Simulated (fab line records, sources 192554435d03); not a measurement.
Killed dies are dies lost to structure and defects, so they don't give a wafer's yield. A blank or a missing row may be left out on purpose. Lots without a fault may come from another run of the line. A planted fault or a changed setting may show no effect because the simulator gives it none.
A struck lot beside a sound one | flow n5_finfet | 15 steps out of a route of 1938
Sound: wafers L854.2, L854.4, L854.5. Struck: wafers L864.1, L864.3. (L864.4 of the same lot was not struck and is left out.) The cause comes at the end.
At each step with rows: each side's tool, then ch and its chambers, then its first start. Under that, the readings that differ: sound wafers | struck wafers | difference of the means | sigmas: that difference in standard deviations of wafers without a fault.
alike: readings whose means differ by less than 2 such deviations, and words and numbers that are the same on both sides. not compared: withheld readings, readings that some wafer has no value for, bounds like >300 that may hide the same value, and numbers for which the record gives no deviation and whose values overlap.
The two part at a step that has a row with sigmas, a row that says differs or no value, or rows on one side only. Numbers that don't overlap but have no deviation are shown without sigmas and don't part them. A reading that every wafer of one side lacks parts them only if that side has two wafers or more.

N5_BEOL_M9_STRIP_80: strips in N2/H2, time 10 s.
  sound on rie_diel-04 ch 1,2; struck on rie_diel-04 ch 1,3
  alike: drypump_motor_current_A, oes_product_au, rf_vpp_V, showerhead_plenum_p_Torr, throttle_valve_pct
  not compared: rf_hours_counter_h
N5_BEOL_M9_OCD_MEAS_38:
  sound on ocd-01, day 11 23:32; struck on ocd-01, day 14 22:24
  alike: trench_depth_nm
then, 4 steps without rows for these wafers: N5_BEOL_M9_HM_STRIP_39 (strips TiN in peroxide tin strip, target depth 25 nm, time 158 s); N5_BEOL_M9_SRD_40 (time 30 s); N5_BEOL_M9_PRECLEAN_42 (cleans in residue remover, time 60 s); N5_BEOL_M9_SRD_43 (time 30 s).
N5_BEOL_M9_CD_MEAS_35: target cd 70 nm, target cd y 40 nm.
  sound on cd_sem-02, day 11 23:42; struck on cd_sem-03, day 14 22:33
  alike: cd_nm
then, 1 step without rows for these wafers: N5_BEOL_M9_CURE_72 (cures SiCOH lowk, time 120 s).
N5_BEOL_M9_DEGAS_44: time 60 s.
  sound on pvd_sputter-03, day 12 00:11; struck on pvd_sputter-03, day 14 23:06
  alike: heater_power_w, susceptor_temp_C
N5_BEOL_M9_PRE_CLEAN_45: time 30 s.
  sound on pvd_sputter-03, day 12 00:14; struck on pvd_sputter-03, day 14 23:08
  alike: heater_power_w, susceptor_temp_C
N5_BEOL_M9_ALD_74: deposits TaN, target thk 2 nm, pulse time 2 s, purge time 3 s.
  sound on ald_metal-02 ch 1,2, day 12 00:22; struck on ald_metal-01 ch 1,2, day 14 23:12
  alike: heater_power_w, precursor_vessel_temp_c, susceptor_temp_C
N5_BEOL_M9_SURFACE_TREAT_79:
  sound on pvd_sputter-03, day 12 00:43; struck on pvd_sputter-02, day 14 23:29
  not compared: throttle_valve_pct
N5_BEOL_M9_CVD_78: deposits Co from CCTBA/H2, target thk 2 nm, time 138.9 s.
  sound on cvd_co-01 ch 1,2, day 12 00:46; struck on cvd_co-01 ch 0, day 14 23:47
  reading          | sound             | struck      | difference | sigmas
  run_length_s (s) | 162.5 162.3 162.6 | 279.3 279.5 | +116.9     | +99 or more
then, 2 steps without rows for these wafers: N5_BEOL_M9_SPUTTER_48 (material Cu, target thk 12 nm, time 2 s); N5_PASSIVATION_PROBE_49.

WHERE THEY PART
Only at N5_BEOL_M9_CVD_78, within this record.

WHY: what the simulator had put in
Process parameter drift: cvd_co-01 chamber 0, from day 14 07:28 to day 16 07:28, at N5_BEOL_M9_CVD_78. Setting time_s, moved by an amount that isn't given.
